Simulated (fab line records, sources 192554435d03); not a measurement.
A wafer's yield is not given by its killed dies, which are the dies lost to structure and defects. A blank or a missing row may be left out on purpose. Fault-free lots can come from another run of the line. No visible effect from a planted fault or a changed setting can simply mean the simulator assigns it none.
Split-lot trial || flow n5 finfet || 39 wafers read from 7 lots, route of 1938 steps

SPLIT DETAILS
At N5_HKMG_FIN_ETCH_35 (etches SOC in N2/H2, target depth 215.8 nm, time 243.4 s), the setting target depth a was moved away from the recipe's 2158 angstrom on 15 of the 39 wafers read, by -47.1% to +17.0%. For the rest of the wafers, this setting stayed at what the recipe calls for.

The reading comes from the split's own step.

THE READING
HKMG_FIN.feature depth nm (the simulator's own value, which no gauge read), in nm, at N5_HKMG_FIN_ETCH_35 (etches SOC in N2/H2, target depth 215.8 nm, time 243.4 s). The file gives no usual value for it. Here, 24 wafers ran the recipe; their average is 215.0 nm with a standard deviation of 5.1 nm.

{"wafer": "L074.1", "tool, chamber at the split": "rie diel-02, 0", "target depth a as run, angstrom": 2158, "against the recipe": "recipe", "HKMG_FIN.feature depth nm, nm": 209.8, "against lot-mates on the recipe": "-"}
{"wafer": "L074.2", "tool, chamber at the split": "rie diel-02, 3", "target depth a as run, angstrom": 1558, "against the recipe": "-27.8%", "HKMG_FIN.feature depth nm, nm": 163.4, "against lot-mates on the recipe": -52.1}
{"wafer": "L074.3", "tool, chamber at the split": "rie diel-02, 2", "target depth a as run, angstrom": 1558, "against the recipe": "-27.8%", "HKMG_FIN.feature depth nm, nm": 153.4, "against lot-mates on the recipe": -62.1}
{"wafer": "L074.4", "tool, chamber at the split": "rie diel-02, 1", "target depth a as run, angstrom": 1558, "against the recipe": "-27.8%", "HKMG_FIN.feature depth nm, nm": 151.4, "against lot-mates on the recipe": -64.1}
{"wafer": "L074.5", "tool, chamber at the split": "rie diel-02, 3", "target depth a as run, angstrom": 2158, "against the recipe": "recipe", "HKMG_FIN.feature depth nm, nm": 223.4, "against lot-mates on the recipe": "-"}
{"wafer": "L074.6", "tool, chamber at the split": "rie diel-02, 2", "target depth a as run, angstrom": 2158, "against the recipe": "recipe", "HKMG_FIN.feature depth nm, nm": 213.2, "against lot-mates on the recipe": "-"}
{"wafer": "L076.1", "tool, chamber at the split": "rie diel-03, 3", "target depth a as run, angstrom": 2158, "against the recipe": "recipe", "HKMG_FIN.feature depth nm, nm": 211.2, "against lot-mates on the recipe": "-"}
{"wafer": "L076.2", "tool, chamber at the split": "rie diel-03, 2", "target depth a as run, angstrom": 2158, "against the recipe": "recipe", "HKMG_FIN.feature depth nm, nm": 218.6, "against lot-mates on the recipe": "-"}
{"wafer": "L076.3", "tool, chamber at the split": "rie diel-03, 1", "target depth a as run, angstrom": 2497, "against the recipe": "+15.7%", "HKMG_FIN.feature depth nm, nm": 247, "against lot-mates on the recipe": "+30.6"}
{"wafer": "L076.4", "tool, chamber at the split": "rie diel-03, 0", "target depth a as run, angstrom": 2497, "against the recipe": "+15.7%", "HKMG_FIN.feature depth nm, nm": 257.2, "against lot-mates on the recipe": "+40.8"}
{"wafer": "L076.5", "tool, chamber at the split": "rie diel-03, 2", "target depth a as run, angstrom": 2158, "against the recipe": "recipe", "HKMG_FIN.feature depth nm, nm": 219.4, "against lot-mates on the recipe": "-"}
{"wafer": "L076.6", "tool, chamber at the split": "rie diel-03, 1", "target depth a as run, angstrom": 2497, "against the recipe": "+15.7%", "HKMG_FIN.feature depth nm, nm": 248.8, "against lot-mates on the recipe": "+32.4"}
{"wafer": "L084.4", "tool, chamber at the split": "rie diel-02, 1", "target depth a as run, angstrom": 2158, "against the recipe": "recipe", "HKMG_FIN.feature depth nm, nm": 212.2, "against lot-mates on the recipe": "-"}
{"wafer": "L084.5", "tool, chamber at the split": "rie diel-02, 3", "target depth a as run, angstrom": 2158, "against the recipe": "recipe", "HKMG_FIN.feature depth nm, nm": 225.8, "against lot-mates on the recipe": "-"}
{"wafer": "L084.6", "tool, chamber at the split": "rie diel-02, 0", "target depth a as run, angstrom": 2158, "against the recipe": "recipe", "HKMG_FIN.feature depth nm, nm": 210.8, "against lot-mates on the recipe": "-"}
{"wafer": "L085.1", "tool, chamber at the split": "rie diel-03, 1", "target depth a as run, angstrom": 2158, "against the recipe": "recipe", "HKMG_FIN.feature depth nm, nm": 212, "against lot-mates on the recipe": "-"}
{"wafer": "L085.2", "tool, chamber at the split": "rie diel-03, 3", "target depth a as run, angstrom": 2495, "against the recipe": "+15.6%", "HKMG_FIN.feature depth nm, nm": 245.6, "against lot-mates on the recipe": "+28.9"}
{"wafer": "L085.3", "tool, chamber at the split": "rie diel-03, 2", "target depth a as run, angstrom": 2158, "against the recipe": "recipe", "HKMG_FIN.feature depth nm, nm": 217.4, "against lot-mates on the recipe": "-"}
{"wafer": "L085.4", "tool, chamber at the split": "rie diel-03, 0", "target depth a as run, angstrom": 2495, "against the recipe": "+15.6%", "HKMG_FIN.feature depth nm, nm": 255.8, "against lot-mates on the recipe": "+39.1"}
{"wafer": "L085.5", "tool, chamber at the split": "rie diel-03, 0", "target depth a as run, angstrom": 2158, "against the recipe": "recipe", "HKMG_FIN.feature depth nm, nm": 220.8, "against lot-mates on the recipe": "-"}
{"wafer": "L085.6", "tool, chamber at the split": "rie diel-03, 1", "target depth a as run, angstrom": 2495, "against the recipe": "+15.6%", "HKMG_FIN.feature depth nm, nm": 243, "against lot-mates on the recipe": "+26.3"}
{"wafer": "L086.1", "tool, chamber at the split": "rie diel-02, 3", "target depth a as run, angstrom": 2158, "against the recipe": "recipe", "HKMG_FIN.feature depth nm, nm": 222.6, "against lot-mates on the recipe": "-"}
{"wafer": "L086.2", "tool, chamber at the split": "rie diel-02, 1", "target depth a as run, angstrom": 2524, "against the recipe": "+17.0%", "HKMG_FIN.feature depth nm, nm": 250.6, "against lot-mates on the recipe": "+33.9"}
{"wafer": "L086.3", "tool, chamber at the split": "rie diel-02, 0", "target depth a as run, angstrom": 2158, "against the recipe": "recipe", "HKMG_FIN.feature depth nm, nm": 213.6, "against lot-mates on the recipe": "-"}
{"wafer": "L086.4", "tool, chamber at the split": "rie diel-02, 2", "target depth a as run, angstrom": 2524, "against the recipe": "+17.0%", "HKMG_FIN.feature depth nm, nm": 250, "against lot-mates on the recipe": "+33.3"}
{"wafer": "L086.5", "tool, chamber at the split": "rie diel-02, 1", "target depth a as run, angstrom": 2524, "against the recipe": "+17.0%", "HKMG_FIN.feature depth nm, nm": 247.8, "against lot-mates on the recipe": "+31.1"}
{"wafer": "L086.6", "tool, chamber at the split": "rie diel-02, 2", "target depth a as run, angstrom": 2158, "against the recipe": "recipe", "HKMG_FIN.feature depth nm, nm": 214, "against lot-mates on the recipe": "-"}
{"wafer": "L089.1", "tool, chamber at the split": "rie diel-02, 2", "target depth a as run, angstrom": 2158, "against the recipe": "recipe", "HKMG_FIN.feature depth nm, nm": 212.8, "against lot-mates on the recipe": "-"}
{"wafer": "L089.2", "tool, chamber at the split": "rie diel-02, 3", "target depth a as run, angstrom": 2158, "against the recipe": "recipe", "HKMG_FIN.feature depth nm, nm": 224.8, "against lot-mates on the recipe": "-"}
{"wafer": "L089.3", "tool, chamber at the split": "rie diel-02, 1", "target depth a as run, angstrom": 2158, "against the recipe": "recipe", "HKMG_FIN.feature depth nm, nm": 211.6, "against lot-mates on the recipe": "-"}
{"wafer": "L089.4", "tool, chamber at the split": "rie diel-02, 0", "target depth a as run, angstrom": 2158, "against the recipe": "recipe", "HKMG_FIN.feature depth nm, nm": 210, "against lot-mates on the recipe": "-"}
{"wafer": "L089.5", "tool, chamber at the split": "rie diel-02, 1", "target depth a as run, angstrom": 2158, "against the recipe": "recipe", "HKMG_FIN.feature depth nm, nm": 210.6, "against lot-mates on the recipe": "-"}
{"wafer": "L089.6", "tool, chamber at the split": "rie diel-02, 2", "target depth a as run, angstrom": 2158, "against the recipe": "recipe", "HKMG_FIN.feature depth nm, nm": 212.4, "against lot-mates on the recipe": "-"}
{"wafer": "L096.1", "tool, chamber at the split": "rie diel-02, 2", "target depth a as run, angstrom": 2158, "against the recipe": "recipe", "HKMG_FIN.feature depth nm, nm": 210.4, "against lot-mates on the recipe": "-"}
{"wafer": "L096.2", "tool, chamber at the split": "rie diel-02, 0", "target depth a as run, angstrom": 2158, "against the recipe": "recipe", "HKMG_FIN.feature depth nm, nm": 211.6, "against lot-mates on the recipe": "-"}
{"wafer": "L096.3", "tool, chamber at the split": "rie diel-02, 3", "target depth a as run, angstrom": 1141, "against the recipe": "-47.1%", "HKMG_FIN.feature depth nm, nm": 118.8, "against lot-mates on the recipe": -91.8}
{"wafer": "L096.4", "tool, chamber at the split": "rie diel-02, 1", "target depth a as run, angstrom": 2158, "against the recipe": "recipe", "HKMG_FIN.feature depth nm, nm": 209.8, "against lot-mates on the recipe": "-"}
{"wafer": "L096.5", "tool, chamber at the split": "rie diel-02, 0", "target depth a as run, angstrom": 1141, "against the recipe": "-47.1%", "HKMG_FIN.feature depth nm, nm": 112.2, "against lot-mates on the recipe": -98.4}
{"wafer": "L096.6", "tool, chamber at the split": "rie diel-02, 3", "target depth a as run, angstrom": 1141, "against the recipe": "-47.1%", "HKMG_FIN.feature depth nm, nm": 119, "against lot-mates on the recipe": -91.6}

FIT RESULTS
A straight line over all 39 wafers: HKMG_FIN.feature depth nm changes by +2.11 nm for each +1% of target depth a; r = +0.99; the points scatter about the line by 5 nm.
The same after taking each lot's own level away (the mean of its wafers on the recipe; 39 wafers): +2.03 nm for each +1%; r = +0.99; scatter 4.8 nm.
That fit puts the effect of the largest move of target depth a on the reading at 96 nm.
Measured against the standard deviation above, the lots' own levels, which go from 210.60 to 216.73 nm, span 1.2 times it.
Consequently the slope shifts little with the lot-to-lot level, the two slopes agreeing.
Check: with one of the wafers moved furthest among these (-47.1%) left out of the fit, the line predicts -96.9 nm for it against its lot-mates. It came out at -91.8 nm against them.

ADDITIONAL SPLITS CARRIED BY THESE WAFERS
Other splits were also applied to these wafers ahead of the reading. Each is held against what the fit with the lots' levels taken away leaves over:
{"other split on the same wafers": "N5_DUMMY_GATE_ALD_02 target thk a", "wafers away from the commonest value": 6, "r with HKMG_FIN.feature depth nm (lot level and that fit taken away)": "+0.08"}
{"other split on the same wafers": "N5_SD_EPI_P_DEVELOP_08 develop time s", "wafers away from the commonest value": 15, "r with HKMG_FIN.feature depth nm (lot level and that fit taken away)": -0.04}

THE WHOLE CHAIN: every reading that the file lists as answering this split, in the file's order
{"step": "N5_HKMG_FIN_ETCH_35", "what it does": "etches SOC in N2/H2, target depth 215.8 nm, time 243.4 s", "reading": "SOC_of_HKMG_FIN_COAT_29.thk nm (the simulator's own value, which no gauge read)", "change (the file's fit)": "-2.03 nm for each +1% of the setting", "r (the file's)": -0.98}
{"step": "N5_HKMG_FIN_ETCH_35", "what it does": "etches SOC in N2/H2, target depth 215.8 nm, time 243.4 s", "reading": "etch.depth nm (the simulator's own value, which no gauge read)", "change (the file's fit)": "+2.03 nm for each +1% of the setting", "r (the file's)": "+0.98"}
{"step": "N5_HKMG_FIN_ETCH_35", "what it does": "etches SOC in N2/H2, target depth 215.8 nm, time 243.4 s", "reading": "HKMG_FIN.feature depth nm (the simulator's own value, which no gauge read)", "change (the file's fit)": "+2.03 nm for each +1% of the setting", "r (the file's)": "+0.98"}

FILE'S OWN FIT
HKMG_FIN.feature depth nm changes by +2.03 nm for each +1% of target depth a, r = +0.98.
